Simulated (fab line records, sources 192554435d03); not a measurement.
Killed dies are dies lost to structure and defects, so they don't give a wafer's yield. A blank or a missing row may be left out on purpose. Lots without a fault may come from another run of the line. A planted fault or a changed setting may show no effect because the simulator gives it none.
Split-lot experiment | flow n5_finfet | 7 lots, 21 wafers read, on a route of 1938 steps

THE SPLIT
At N5_BEOL_M0_ETCH_138 (etches SiCN in CH3F/O2, target depth 12 nm, time 31.6 s), the setting source_w was moved away from the recipe's 395 W on 5 of the 21 wafers read, by -14.2% to +13.6%. The other wafers ran this setting at the recipe's value.

The reading is taken at the split's own step.

THE READING
rf_vpp_V, in V, at N5_BEOL_M0_ETCH_138 (etches SiCN in CH3F/O2, target depth 12 nm, time 31.6 s). Fault-free wafers of this fab line usually give 297.6 V, standard deviation 1.8 V.

wafer  | tool, chamber at the split | source_w as run, W | against the recipe | rf_vpp_V, V | against lot-mates on the recipe
L075.1 | rie_diel-02, 1             | 395                | recipe             | 294.0       | -
L075.2 | rie_diel-02, 2             | 395                | recipe             | 296.9       | -
L075.6 | rie_diel-02, 3             | 395                | recipe             | 299.4       | -
L076.2 | rie_diel-02, 3             | 395                | recipe             | 298.5       | -
L076.4 | rie_diel-02, 0             | 448.8              | +13.6%             | 284.6       | -14.4
L076.5 | rie_diel-02, 3             | 395                | recipe             | 299.5       | -
L079.1 | rie_diel-01, 0             | 395                | recipe             | 296.0       | -
L079.3 | rie_diel-01, 1             | 395                | recipe             | 298.7       | -
L079.6 | rie_diel-01, 1             | 395                | recipe             | 297.7       | -
L081.2 | rie_diel-05, 0             | 395                | recipe             | 300.0       | -
L081.3 | rie_diel-05, 2             | 440.1              | +11.4%             | 288.6       | -10.8
L081.5 | rie_diel-05, 2             | 395                | recipe             | 298.8       | -
L088.3 | rie_diel-05, 3             | 395                | recipe             | 300.7       | -
L088.5 | rie_diel-05, 2             | 395                | recipe             | 297.1       | -
L088.6 | rie_diel-05, 3             | 395                | recipe             | 299.7       | -
L089.1 | rie_diel-02, 2             | 395                | recipe             | 296.7       | -
L089.4 | rie_diel-02, 1             | 339                | -14.2%             | 310.7       | +14.0
L089.6 | rie_diel-02, 1             | 339                | -14.2%             | 310.2       | +13.5
L093.1 | rie_diel-02, 3             | 395                | recipe             | 297.9       | -
L093.3 | rie_diel-02, 1             | 353.3              | -10.6%             | 306.7       | +7.8
L093.4 | rie_diel-02, 0             | 395                | recipe             | 299.8       | -

THE FIT
A straight line over all 21 wafers: rf_vpp_V changes by -0.884 V for each +1% of source_w; r = -0.96; the points scatter about the line by 1.6 V.
The same after taking each lot's own level away (the mean of its wafers on the recipe; 21 wafers): -0.958 V for each +1%; r = -0.98; scatter 1.4 V.
On that fit, the largest move of source_w shifts the reading by 14 V.
The lots' own levels span 296.70 to 299.40 V, that is 1.5 times the standard deviation above.
So the lot-to-lot level changes the slope little: the two slopes agree.
Check: with one of the wafers moved furthest among these (-14.2%) left out of the fit, the line predicts +13.2 V for it against its lot-mates. It came out at +14 V against them.
Tool readings at the split's step, against how far the setting was moved: rf_vpp_V r = -0.96.

THE FILE'S OWN FIT
rf_vpp_V changes by -0.952 V for each +1% of source_w, r = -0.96.
